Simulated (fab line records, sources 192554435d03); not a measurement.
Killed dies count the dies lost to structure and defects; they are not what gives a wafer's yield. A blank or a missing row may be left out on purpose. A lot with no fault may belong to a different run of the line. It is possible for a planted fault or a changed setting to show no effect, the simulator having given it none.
fab line records | flow n5_finfet
[record] lots = 13 | wafers = 37 | last_day = 17
route steps=1938 shown BEOL_M4@1104 BEOL_M5@1112
lots that met no fault: from a run of the same line without faults
start_h: start of the lot's first displayed wafer, in hours after the record's first day | wait_h: hours since the lot's step before | " as in the row above | L1.1+2: several wafers, shown together as one row | - no value present, or no start provided | * or withheld: withheld | < > ~ a bound
route shown NAME@n: names a module that has steps shown in the file, with the first one's number in the route | usual: mean and standard deviation over wafers with no fault | same: alike in all rows | chamber/n: place in a boat | sites: the reading at each site | _std_site: standard deviation across them | _edge_site: the outer-site mean with the inner-site mean subtracted | radius_mm: for every site, how far away it sits from the centre of the wafer | mask NAME#n: copy n | behind: the tool/chamber that last shaped the wafer | hold: why the lot was held/for how many hours/how that ended | device: transistor that didn't switch, given as n, p or np | end of line: the route-end tests of the same wafers | a step given without rows: its recipe and nothing more | killed: the dies lost at the first sort to structure and to defects; this is not the yield of the wafer | map: per-die view of a wafer (x killed, . not killed, _ where there is no die)
set.NAME: the setting as run; set.NAME@STEP: as run at that earlier step | model.NAME: the simulator's own value behind a step, which no gauge read
one table for each step of the route and one row for each wafer, over a sample of lots
services: a tool's chamber out of use, with start hour (start_h, from the record's first day; less than 0 if before it), hours out, and reason
[[steps]]
[step N5_BEOL_M4_THK_MEAS_53]
[recipe] thk_meas_gauge = xrf | reads = Cu_of_BEOL_M4_ECD_50
[usual] M4_THK = 39.8/1.6
lot.wafer | tool          | chamber | start_h | wait_h | M4_THK[nm]
L580.2    | film_metro-01 | -       | 175.41  | -      | 39.9
L580.3    | "             | -       | "       | "      | 36.2
L580.5    | "             | -       | "       | "      | 38.7
L582.1    | film_metro-01 | -       | 178.64  | -      | 40.0
L582.2    | "             | -       | "       | "      | 36.5
L582.5    | "             | -       | "       | "      | 40.3
L584.2    | film_metro-02 | -       | 193.03  | -      | 40.5
L584.3    | "             | -       | "       | "      | 38.7
L584.6    | "             | -       | "       | "      | 40.3
L586.2    | film_metro-02 | -       | 205.62  | -      | 39.9
L586.3    | "             | -       | "       | "      | 40.1
L586.6    | "             | -       | "       | "      | 38.2
L589.1    | film_metro-01 | -       | 221.62  | -      | 39.7
L589.2    | "             | -       | "       | "      | 39.1
L589.6    | "             | -       | "       | "      | 40.4
L588.2    | film_metro-02 | -       | 227.63  | -      | 41.9
L588.3    | "             | -       | "       | "      | 40.3
L588.5    | "             | -       | "       | "      | 39.7
L590.2    | film_metro-02 | -       | 230.75  | -      | 40.0
L590.3    | "             | -       | "       | "      | 35.6
L590.6    | "             | -       | "       | "      | 38.4
L591.1    | film_metro-01 | -       | 246.55  | -      | 38.7
L591.2    | "             | -       | "       | "      | 40.4
L591.3    | "             | -       | "       | "      | 38.3
L594.1    | film_metro-02 | -       | 251.28  | -      | 41.4
L594.4    | "             | -       | "       | "      | 41.3
L594.5    | "             | -       | "       | "      | 40.7
L593.3    | film_metro-01 | -       | 254.24  | -      | 39.0
L593.4    | "             | -       | "       | "      | 37.9
L593.5    | "             | -       | "       | "      | 39.6
L595.1    | film_metro-02 | -       | 264.24  | -      | 39.8
L595.2    | "             | -       | "       | "      | 37.6
L595.6    | "             | -       | "       | "      | 40.2
L600.1    | film_metro-02 | -       | 288.41  | -      | 40.4
L602.2    | film_metro-02 | -       | 310.37  | -      | 39.3
L602.5    | "             | -       | "       | "      | 39.8
L602.6    | "             | -       | "       | "      | 38.1
[step N5_BEOL_M5_ILD_DEP_00]
[recipe] material = SiCOH_lowk | target_thk_a = 1406.4 | temp_c = 300 | precursor = DEMS/porogen | pressure_torr = 5 | rf_w = 500 | time_s = 25.9
[usual] heater_power_w = 267/48 | showerhead_plenum_p_Torr = 5.740/0.017 | throttle_valve_pct = 14.1/0.63
lot.wafer | tool     | chamber | start_h | wait_h | heater_power_w | showerhead_plenum_p_Torr | throttle_valve_pct
L580.2    | pecvd-04 | 2       | 176.92  | 0.7    | 265            | 5.724                    | 14.4
L580.3    | "        | 0       | "       | "      | 282            | 5.723                    | 14.0
L580.5    | "        | 2       | "       | "      | 267            | 5.725                    | 14.1
L582.1    | pecvd-02 | 2       | 179.92  | 0.8    | 338            | 5.754                    | 14.0
L582.2    | "        | 0       | "       | "      | 314            | 5.765                    | 13.2
L582.5    | "        | 1       | "       | "      | 328            | 5.727                    | 14.7
L584.2    | pecvd-02 | 1       | 194.59  | 0.7    | 304            | 5.744                    | 14.5
L584.3    | "        | 0       | "       | "      | 315            | 5.758                    | 12.9
L584.6    | "        | 2       | "       | "      | 351            | 5.757                    | 14.3
L586.2    | pecvd-04 | 2       | 206.95  | 0.7    | 278            | 5.729                    | 14.3
L586.3    | "        | 0       | "       | "      | 243            | 5.720                    | 14.4
L586.6    | "        | 2       | "       | "      | 220            | 5.727                    | 14.2
L589.1    | pecvd-02 | 0       | 222.90  | 0.8    | 314            | 5.770                    | 13.2
L589.2    | "        | 1       | "       | "      | 312            | 5.728                    | 14.6
L589.6    | "        | 0       | "       | "      | 320            | 5.765                    | 13.5
L588.2    | pecvd-02 | 0       | 228.93  | 0.7    | 322            | 5.756                    | 13.2
L588.3    | "        | 1       | "       | "      | 308            | 5.714                    | 14.7
L588.5    | "        | 0       | "       | "      | 328            | 5.762                    | 13.2
L590.2    | pecvd-03 | 0       | 232.05  | 0.7    | 185            | 5.747                    | 15.1
L590.3    | "        | 2       | "       | "      | 280            | 5.740                    | 13.2
L590.6    | "        | 2       | "       | "      | 273            | 5.736                    | 13.0
L591.1    | pecvd-03 | 1       | 247.87  | 0.8    | 254            | 5.737                    | 14.2
L591.2    | "        | 0       | "       | "      | 175            | 5.744                    | 15.0
L591.3    | "        | 2       | "       | "      | 253            | 5.740                    | 13.6
L594.1    | pecvd-03 | 2       | 252.56  | 0.8    | 276            | 5.714                    | 13.3
L594.4    | "        | 1       | "       | "      | 257            | 5.732                    | 14.1
L594.5    | "        | 2       | "       | "      | 280            | 5.749                    | 13.3
L593.3    | pecvd-03 | 0       | 255.51  | 0.5    | 181            | 5.736                    | 14.9
L593.4    | "        | 2       | "       | "      | 286            | 5.751                    | 13.3
L593.5    | "        | 1       | "       | "      | 256            | 5.755                    | 14.3
L595.1    | pecvd-04 | 0       | 265.51  | 0.8    | 277            | 5.744                    | 14.3
L595.2    | "        | 2       | "       | "      | 230            | 5.714                    | 14.2
L595.6    | "        | 2       | "       | "      | 233            | 5.718                    | 14.8
L600.1    | pecvd-03 | 0       | 290.02  | 0.8    | 189            | 5.745                    | 15.0
L602.2    | pecvd-04 | 0       | 311.67  | 0.7    | 250            | 5.727                    | 14.0
L602.5    | "        | 1       | "       | "      | 247            | 5.764                    | 13.8
L602.6    | "        | 2       | "       | "      | 253            | 5.712                    | 14.5
[step N5_BEOL_M5_COAT_60]
[recipe] resist = SiARC | temp_c = 220 | time_s = 60 | spin_rpm = 1500 | resist_thk_nm = 12
[usual] chill_plate_temp_C = 23.01/0.094 | spin_speed_rpm = 1500.1/0.93
lot.wafer | tool           | chamber | start_h | wait_h | chill_plate_temp_C | spin_speed_rpm
L580.2    | litho_track-05 | 0       | 178.62  | -      | 22.87              | 1500.5
L580.3    | "              | 0       | "       | "      | 22.82              | 1499.1
L580.5    | "              | 0       | "       | "      | 22.87              | 1500.5
L582.1    | litho_track-01 | 0       | 181.61  | -      | 23.06              | 1500.8
L582.2    | "              | 0       | "       | "      | 22.84              | 1498.8
L582.5    | "              | 0       | "       | "      | 23.02              | 1499.1
L584.2    | litho_track-05 | 0       | 196.43  | -      | 22.97              | 1500.7
L584.3    | "              | 0       | "       | "      | 23.07              | 1499.7
L584.6    | "              | 0       | "       | "      | 23.14              | 1500.5
L586.2    | litho_track-05 | 0       | 209.76  | -      | 22.99              | 1501.9
L586.3    | "              | 0       | "       | "      | 23.08              | 1502.6
L586.6    | "              | 0       | "       | "      | 23.08              | 1500.6
L589.1    | litho_track-01 | 0       | 224.39  | -      | 22.92              | 1498.7
L589.2    | "              | 0       | "       | "      | 22.96              | 1501.0
L589.6    | "              | 0       | "       | "      | 23.17              | 1499.3
L588.2    | litho_track-04 | 0       | 230.50  | -      | 23.12              | 1499.9
L588.3    | "              | 0       | "       | "      | 23.15              | 1500.8
L588.5    | "              | 0       | "       | "      | 23.11              | 1500.7
L590.2    | litho_track-01 | 0       | 234.35  | -      | 22.95              | 1500.8
L590.3    | "              | 0       | "       | "      | 23.17              | 1500.5
L590.6    | "              | 0       | "       | "      | 23.06              | 1501.4
L591.1    | litho_track-04 | 0       | 250.42  | -      | 23.03              | 1500.7
L591.2    | "              | 0       | "       | "      | 23.09              | 1500.1
L591.3    | "              | 0       | "       | "      | 23.09              | 1500.7
L594.1    | litho_track-05 | 0       | 254.04  | -      | 23.05              | 1500.9
L594.4    | "              | 0       | "       | "      | 23.02              | 1500.3
L594.5    | "              | 0       | "       | "      | 23.08              | 1499.8
L593.3    | litho_track-05 | 0       | 256.32  | -      | 22.96              | 1499.9
L593.4    | "              | 0       | "       | "      | 23.18              | 1500.1
L593.5    | "              | 0       | "       | "      | 23.11              | 1501.2
L595.1    | litho_track-04 | 0       | 267.51  | -      | 23.21              | 1500.4
L595.2    | "              | 0       | "       | "      | 23.11              | 1501.0
L595.6    | "              | 0       | "       | "      | 23.18              | 1499.2
L600.1    | litho_track-05 | 0       | 292.87  | -      | 23.19              | 1404.0
L602.2    | litho_track-01 | 0       | 312.60  | -      | 23.11              | 1501.2
L602.5    | "              | 0       | "       | "      | 22.90              | 1499.0
L602.6    | "              | 0       | "       | "      | 23.06              | 1500.4
[step N5_BEOL_M5_CD_MEAS_11]
[recipe] target_cd_nm = 27.74 | landing_energy_ev = 500 | detector = se_inlens
[usual] cd_nm = 28.03/0.27
lot.wafer | tool      | chamber | start_h | wait_h | cd_nm
L580.2    | cd_sem-03 | 0       | 178.88  | -      | 28.23
L580.3    | "         | 0       | "       | "      | 27.93
L580.5    | "         | 0       | "       | "      | 27.84
L582.1    | cd_sem-03 | 0       | 181.87  | -      | 27.95
L582.2    | "         | 0       | "       | "      | 27.71
L582.5    | "         | 0       | "       | "      | 27.69
L584.2    | cd_sem-01 | 0       | 196.69  | -      | 28.28
L584.3    | "         | 0       | "       | "      | 28.07
L584.6    | "         | 0       | "       | "      | 28.26
L586.2    | cd_sem-03 | 0       | 210.17  | -      | 28.03
L586.3    | "         | 0       | "       | "      | 28.33
L586.6    | "         | 0       | "       | "      | 28.22
L589.1    | cd_sem-01 | 0       | 224.65  | -      | 27.99
L589.2    | "         | 0       | "       | "      | 27.98
L589.6    | "         | 0       | "       | "      | 28.29
L588.2    | cd_sem-03 | 0       | 230.89  | -      | 27.63
L588.3    | "         | 0       | "       | "      | 28.00
L588.5    | "         | 0       | "       | "      | 27.98
L590.2    | cd_sem-03 | 0       | 234.74  | -      | 28.01
L590.3    | "         | 0       | "       | "      | 28.36
L590.6    | "         | 0       | "       | "      | 27.90
L591.1    | cd_sem-02 | 0       | 250.68  | -      | 28.61
L591.2    | "         | 0       | "       | "      | 27.70
L591.3    | "         | 0       | "       | "      | 27.88
L594.1    | cd_sem-01 | 0       | 254.43  | -      | 28.01
L594.4    | "         | 0       | "       | "      | 27.81
L594.5    | "         | 0       | "       | "      | 28.35
L593.3    | cd_sem-03 | 0       | 256.71  | -      | 27.80
L593.4    | "         | 0       | "       | "      | 28.19
L593.5    | "         | 0       | "       | "      | 27.93
L595.1    | cd_sem-01 | 0       | 267.77  | -      | 27.67
L595.2    | "         | 0       | "       | "      | 28.11
L595.6    | "         | 0       | "       | "      | 28.21
L600.1    | cd_sem-02 | 0       | 293.13  | -      | 27.98
L602.2    | cd_sem-02 | 0       | 313.05  | -      | 28.18
L602.5    | "         | 0       | "       | "      | 27.65
L602.6    | "         | 0       | "       | "      | 27.99
[[services]]
tool           | chamber | start_h | hours | kind
pecvd-03       | 2       | 164.67  | 13.1  | repair
pecvd-02       | 2       | 166.59  | -     | calibration
litho_track-04 | -       | 168.40  | -     | consumable_replace:filter
pecvd-04       | -       | 189.42  | 0.3   | repair
litho_track-04 | -       | 199.28  | -     | consumable_replace:filter
pecvd-02       | 2       | 202.38  | -     | clean
pecvd-02       | 2       | 202.38  | -     | consumable_replace:showerhead
pecvd-02       | 2       | 202.38  | 29.0  | scheduled_down
pecvd-02       | 2       | 202.38  | 29.0  | vent_cycle
pecvd-03       | 2       | 210.24  | 18.6  | repair
pecvd-03       | 1       | 230.40  | 2.1   | scheduled_down
pecvd-04       | 0       | 233.51  | 2.1   | scheduled_down
pecvd-04       | 1       | 236.22  | 5.5   | scheduled_down
pecvd-04       | 2       | 241.68  | 16.5  | scheduled_down
pecvd-04       | 1       | 277.93  | 6.6   | repair
pecvd-03       | -       | 288.28  | 0.2   | repair
pecvd-04       | 2       | 290.08  | 10.2  | scheduled_down
pecvd-02       | 1       | 297.77  | 2.1   | scheduled_down
pecvd-03       | -       | 308.06  | 5.5   | pm
[[key]]
[first_sign] step = N5_BEOL_M5_COAT_60 | reading = spin_speed_rpm | direction = down | sigmas = 99+ | usual = * | struck = *
effect none on later readings
met_at N5_BEOL_M5_COAT_60
struck_lots L600
tester_left_out L600
not_acting_at N5_BEOL_M4_THK_MEAS_53,N5_BEOL_M5_ILD_DEP_00,N5_BEOL_M5_CD_MEAS_11
onset_between 256.32 292.87
[earlier_fault] kind = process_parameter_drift | tool = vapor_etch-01 | chamber = 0 | onset_h = 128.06 | steps = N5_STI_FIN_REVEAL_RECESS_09 | channel = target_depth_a | offset = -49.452 | shape = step | acts_in = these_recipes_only | stated = 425
[fault] kind = process_parameter_drift | tool = litho_track-05 | chamber = - | onset_h = 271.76 | steps = N5_BEOL_M5_COAT_60 | channel = spin_rpm | offset = * | shape = step | acts_in = * | stated = *
// tester_left_out: of these lots the tester's yield and bins aren't shown, on N5 and GAA mostly nor the transistor test; their killed dies are dies lost to structure and defects alone, not to doping, threshold or leakage, so they don't give the yield
